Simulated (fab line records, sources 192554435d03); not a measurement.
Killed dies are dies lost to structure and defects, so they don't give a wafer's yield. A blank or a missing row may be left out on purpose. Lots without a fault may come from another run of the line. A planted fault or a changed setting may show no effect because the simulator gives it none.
Split-lot experiment | flow n5_finfet | 7 lots, 21 wafers read, on a route of 1938 steps

THE SPLIT
At N5_PASSIVATION_PECVD_53 (deposits SiO2 from TEOS/O2, target thk 800 nm, time 169.4 s), the setting temp_c was moved away from the recipe's 400 C on 3 of the 21 wafers read, by -4.5% to +3.8%. The other wafers ran this setting at the recipe's value.

The reading is taken at the split's own step.

THE READING
SiO2_of_PASSIVATION_PECVD_53.thk_nm (the simulator's own value, which no gauge read), in nm, at N5_PASSIVATION_PECVD_53 (deposits SiO2 from TEOS/O2, target thk 800 nm, time 169.4 s). The file gives no usual value for it. The 18 wafers here that ran the recipe average 799.9 nm, standard deviation 13 nm.

wafer  | tool, chamber at the split | temp_c as run, C | against the recipe | SiO2_of_PASSIVATION_PECVD_53.thk_nm, nm | against lot-mates on the recipe
L074.1 | pecvd-04, 0                | 400              | recipe             | 788.6                                   | -
L074.3 | pecvd-04, 1                | 400              | recipe             | 787.4                                   | -
L074.4 | pecvd-04, 2                | 415.1            | +3.8%              | 699                                     | -89.0
L077.1 | pecvd-02, 1                | 400              | recipe             | 785.8                                   | -
L077.2 | pecvd-02, 0                | 400              | recipe             | 793.4                                   | -
L077.4 | pecvd-02, 0                | 382.1            | -4.5%              | 915.6                                   | +126.0
L080.3 | pecvd-02, 2                | 400              | recipe             | 808.4                                   | -
L080.4 | pecvd-02, 0                | 400              | recipe             | 834.8                                   | -
L080.5 | pecvd-02, 2                | 400              | recipe             | 821                                     | -
L085.2 | pecvd-04, 0                | 400              | recipe             | 790                                     | -
L085.3 | pecvd-04, 1                | 400              | recipe             | 796.8                                   | -
L085.4 | pecvd-04, 2                | 400              | recipe             | 780.2                                   | -
L092.1 | pecvd-02, 0                | 400              | recipe             | 799                                     | -
L092.2 | pecvd-02, 2                | 400              | recipe             | 797.8                                   | -
L092.4 | pecvd-02, 2                | 400              | recipe             | 807.4                                   | -
L093.1 | pecvd-03, 1                | 400              | recipe             | 797.6                                   | -
L093.3 | pecvd-03, 0                | 400              | recipe             | 797.8                                   | -
L093.4 | pecvd-03, 0                | 400              | recipe             | 812.2                                   | -
L095.1 | pecvd-04, 2                | 400              | recipe             | 793                                     | -
L095.2 | pecvd-04, 0                | 400              | recipe             | 806.2                                   | -
L095.5 | pecvd-04, 1                | 407.9            | +2.0%              | 762.4                                   | -37.2

THE FIT
A straight line over all 21 wafers: SiO2_of_PASSIVATION_PECVD_53.thk_nm changes by -25.5 nm for each +1% of temp_c; r = -0.94; the points scatter about the line by 13 nm.
The same after taking each lot's own level away (the mean of its wafers on the recipe; 21 wafers): -25.5 nm for each +1%; r = -0.98; scatter 7.7 nm.
On that fit, the largest move of temp_c shifts the reading by 1.1e+02 nm.
The lots' own levels span 788.00 to 821.40 nm, that is 2.6 times the standard deviation above.
So the lot-to-lot level changes the slope little: the two slopes agree.
Check: with one of the wafers moved furthest among these (-4.5%) left out of the fit, the line predicts +101 nm for it against its lot-mates. It came out at +126 nm against them.

OTHER SPLITS ON THESE WAFERS
These wafers also went through other splits before the reading. Each is held against what the fit with the lots' levels taken away leaves over:
other split on the same wafers     | wafers away from the commonest value | r with SiO2_of_PASSIVATION_PECVD_53.thk_nm (lot level and that fit taken away)
N5_BEOL_M14_EXPOSE_25 dose_mj      | 11                                   | -0.32
N5_BEOL_M15_SPUTTER_43 power_w     | 9                                    | +0.14
N5_MIM_BOT_LITHO_EXPOSE_05 dose_mj | 9                                    | +0.15

THE FILE'S OWN FIT
SiO2_of_PASSIVATION_PECVD_53.thk_nm changes by -25.5 nm for each +1% of temp_c, r = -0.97.
